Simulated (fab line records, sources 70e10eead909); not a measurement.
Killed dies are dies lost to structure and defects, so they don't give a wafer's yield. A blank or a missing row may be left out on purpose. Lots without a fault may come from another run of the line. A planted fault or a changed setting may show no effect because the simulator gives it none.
A struck lot beside a sound one | flow nand_harc | 17 steps out of a route of 1159
Sound: wafers L698.1, L698.2, L698.5. Struck: wafers L702.2, L702.3, L702.6. The cause comes at the end.
At each step with rows: each side's tool, then ch and its chambers, then its first start. Under that, the readings that differ: sound wafers | struck wafers | difference of the means | sigmas: that difference in standard deviations of wafers without a fault.
alike: readings whose means differ by less than 2 such deviations, and words and numbers that are the same on both sides. not compared: withheld readings, readings that some wafer has no value for, bounds like >300 that may hide the same value, and numbers for which the record gives no deviation and whose values overlap.
The two part at a step that has a row with sigmas, a row that says differs or no value, or rows on one side only. Numbers that don't overlap but have no deviation are shown without sigmas and don't part them. A reading that every wafer of one side lacks parts them only if that side has two wafers or more.

NHARC_A_BONDPAD_ETCH_34: etches the open film in N2/H2, target depth 60 nm, overetch 18 nm, time 65.91 s.
  sound on rie_diel-03 ch 1,3, day 20 06:38; struck on rie_diel-03 ch 0,1, day 20 06:56
  alike: drypump_motor_current_A, oes_product_au, rf_vpp_V, showerhead_plenum_p_Torr, throttle_valve_pct
  not compared: rf_hours_counter_h
then, 1 step without rows for these wafers: NHARC_A_BONDPAD_ETCH_12 (etches the open film in CHF3/O2, target depth 220 nm, time 110 s).
NHARC_A_BONDPAD_CD_MEAS_13:
  sound on cd_sem-01, day 20 06:52; struck on cd_sem-03, day 20 07:10
  alike: cd_nm
then, 3 steps without rows for these wafers: NHARC_A_BONDPAD_STRIP_15 (strips in O2); NHARC_A_BONDPAD_ETCH_24 (etches the open film in CF4/N2, target depth 30 nm, time 72.99 s); NHARC_A_BONDPAD_STRIP_16 (strips in post etch residue remover, time 600 s).
NHARC_A_BONDPAD_DEGAS_25: time 60 s.
  sound on pvd_sputter-01, day 20 07:31; struck on pvd_sputter-01, day 20 07:49
  alike: heater_power_w
NHARC_A_BONDPAD_PRE_CLEAN_26: time 30 s.
  sound on pvd_sputter-01; struck on pvd_sputter-01
  alike: heater_power_w
then, 1 step without rows for these wafers: NHARC_A_BONDPAD_PVD_17 (deposits TaN, target thk 5 nm, time 8.06 s).
NHARC_A_BONDPAD_PVD_27: deposits Cu, target thk 30 nm, time 20.49 s.
  sound on pvd_sputter-01; struck on pvd_sputter-01
  alike: throttle_valve_pct
then, 1 step without rows for these wafers: NHARC_A_BONDPAD_ECD_18 (material Cu, target thk 400 nm).
NHARC_A_BONDPAD_ANNEAL_28: time 90 s.
  sound on rtp_anneal-02 ch 0, day 20 08:18; struck on rtp_anneal-02 ch 0, day 20 08:40
  alike: anneal_temp_c_max, wafer_temp_C_max
NHARC_A_BONDPAD_CMP_19: polishes, t overpolish 30 s, cu recess touch 16 s, target thk 169.8 nm.
  sound on cmp-03 ch 0,3, day 20 08:40; struck on cmp-01 ch 0,3, day 20 08:59
  no value came back on the struck wafers for cu_recess_touch_s (s), edge_zone_pressure_frac, motor_current_A (A), overpolish_run_s (s); on the sound wafers cu_recess_touch_s (s) reads 16 16 16
NHARC_A_BONDPAD_THK_MEAS_20: measures by xrf.
  sound on film_metro-02, day 20 08:58; struck on film_metro-02, day 20 09:19
  reading     | sound             | struck            | difference | sigmas
  thk_nm (nm) | 168.5 168.9 166.4 | 397.4 392.5 393.3 | +226.5     | +99 or more
then, 1 step without rows for these wafers: NHARC_A_BONDPAD_SRD_21 (time 30 s, dry time 20 s).
NHARC_A_BONDPAD_INSPECT_23:
  sound on defect_inspect-02, day 20 09:10; struck on defect_inspect-01, day 20 09:32
  reading          | sound       | struck         | difference | sigmas
  raw_defect_count | 470 363 441 | 3246 3232 3226 | +2810      | +26
NHARC_END_SORT_01:
  sound on prober-01 ch 0, day 21 15:18; struck on prober-01 ch 0, day 21 23:52
  reading                  | sound          | struck            | difference | sigmas
  defect_limited_yield (%) | 98.5 98.5 97.3 | 0 0 0             | -98        | -65
  killed_at_array          | 8 9 15         | 672 675 673       | +663       | +70
  killed_dies              | 10 10 18       | 677 677 677       | +664       | +66
  sort_bin_3_pct (%)       | 0 0 0          | 95.86 96.01 96.31 | +96.06     | +99 or more
  sort_n_pass              | 667 667 659    | 0 0 0             | -664       | -66
  sort_rim_yield_pct (%)   | 96.2 99.1 99.1 | 0 0 0             | -98        | -35
  sort_yield_pct (%)       | 98.5 98.5 97.3 | 0 0 0             | -98        | -65
  alike: killed_at_other, killed_at_periphery, killed_open, killed_short, sort_bin_2_pct, sort_bin_4_pct

WHERE THEY PART
First at NHARC_A_BONDPAD_CMP_19; last, within this record, at NHARC_END_SORT_01.

WHY: what the simulator had put in
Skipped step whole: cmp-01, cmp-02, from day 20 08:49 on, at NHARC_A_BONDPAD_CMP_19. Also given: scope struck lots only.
